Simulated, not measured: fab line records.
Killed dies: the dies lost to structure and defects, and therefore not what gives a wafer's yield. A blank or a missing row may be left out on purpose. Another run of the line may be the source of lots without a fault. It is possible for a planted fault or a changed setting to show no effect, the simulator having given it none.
Matching of chambers || flow nandHarc || NHARC_A_DECK1_JOINT_CMP_13 on cmp-01: 4 sister chambers
The step polishes, target thk 51.023 nm. 14 wafers are shown with their chamber, then 7 later ones without.

WAFERS WITH THEIR CHAMBER
{"wafer": "L074.3", "chamber": 2, "timeToEndpointS (s)": 5.7, "motorCurrentA (A)": 11.6}
{"wafer": "L074.4", "chamber": 3, "timeToEndpointS (s)": 10.5, "motorCurrentA (A)": 12.7}
{"wafer": "L074.5", "chamber": 1, "timeToEndpointS (s)": 12.0, "motorCurrentA (A)": 12.3}
{"wafer": "L076.2", "chamber": 0, "timeToEndpointS (s)": 11.6, "motorCurrentA (A)": 11.5}
{"wafer": "L076.5", "chamber": 2, "timeToEndpointS (s)": 3.7, "motorCurrentA (A)": 11.7}
{"wafer": "L076.6", "chamber": 1, "timeToEndpointS (s)": 9.2, "motorCurrentA (A)": 12.2}
{"wafer": "L080.3", "chamber": 1, "timeToEndpointS (s)": 9.5, "motorCurrentA (A)": 12.3}
{"wafer": "L080.4", "chamber": 0, "timeToEndpointS (s)": 10.5, "motorCurrentA (A)": 11.9}
{"wafer": "L080.6", "chamber": 0, "timeToEndpointS (s)": 10.2, "motorCurrentA (A)": 11.5}
{"wafer": "L085.2", "chamber": 1, "timeToEndpointS (s)": 10.0, "motorCurrentA (A)": 12.8}
{"wafer": "L085.3", "chamber": 3, "timeToEndpointS (s)": 10.5, "motorCurrentA (A)": 12.4}
{"wafer": "L085.6", "chamber": 2, "timeToEndpointS (s)": 5.3, "motorCurrentA (A)": 12.2}
{"wafer": "L087.3", "chamber": 0, "timeToEndpointS (s)": 13.6, "motorCurrentA (A)": 11.7}
{"wafer": "L087.4", "chamber": 3, "timeToEndpointS (s)": 11.3, "motorCurrentA (A)": 12.6}

SIGNATURES (means of the wafers above)
{"reading": "timeToEndpointS", "chamber 0": 11.475, "chamber 1": 10.175, "chamber 2": 4.900, "chamber 3": 10.767, "scatter within a chamber": 1.21}
{"reading": "motorCurrentA", "chamber 0": 11.650, "chamber 1": 12.400, "chamber 2": 11.833, "chamber 3": 12.567, "scatter within a chamber": 0.242}
Rule: a wafer's distance from a chamber is the root of the sum, over the readings, of the square of ((its reading less the chamber's mean) divided by the reading's scatter). The wafer belongs to the nearest chamber; if the next one is less than 2 further off, it can't be placed. How the scatter is found: for the shown wafers, subtract from each reading the mean of its chamber, square and add these, divide the total by (wafers less chambers), then take the root.

WAFERS MISSING THEIR CHAMBER
{"wafer": "L087.6", "timeToEndpointS (s)": 11.0, "motorCurrentA (A)": 12.5}
{"wafer": "L094.3", "timeToEndpointS (s)": 9.1, "motorCurrentA (A)": 11.4}
{"wafer": "L094.5", "timeToEndpointS (s)": 9.2, "motorCurrentA (A)": 11.4}
{"wafer": "L094.6", "timeToEndpointS (s)": 8.7, "motorCurrentA (A)": 12.0}
{"wafer": "L095.2", "timeToEndpointS (s)": 11.4, "motorCurrentA (A)": 12.9}
{"wafer": "L095.4", "timeToEndpointS (s)": 9.8, "motorCurrentA (A)": 12.0}
{"wafer": "L095.6", "timeToEndpointS (s)": 12.5, "motorCurrentA (A)": 11.6}

WHICH CHAMBER EACH WENT THROUGH
{"wafer": "L087.6", "from the rows above": "can't be placed: 3 or 1", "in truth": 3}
{"wafer": "L094.3", "from the rows above": "can't be placed: 0 or 2", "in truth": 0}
{"wafer": "L094.5", "from the rows above": "can't be placed: 0 or 2", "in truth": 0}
{"wafer": "L094.6", "from the rows above": "can't be placed: 1 or 0 or 3 or 2", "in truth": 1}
{"wafer": "L095.2", "from the rows above": "can't be placed: 3 or 1", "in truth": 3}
{"wafer": "L095.4", "from the rows above": "can't be placed: 1 or 0 or 3", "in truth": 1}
{"wafer": "L095.6", "from the rows above": 0, "in truth": 0}
1 of 7 placed correctly. Not placeable from these rows: 6 (in 6, the candidates include the true chamber). Placed wrongly: 0.
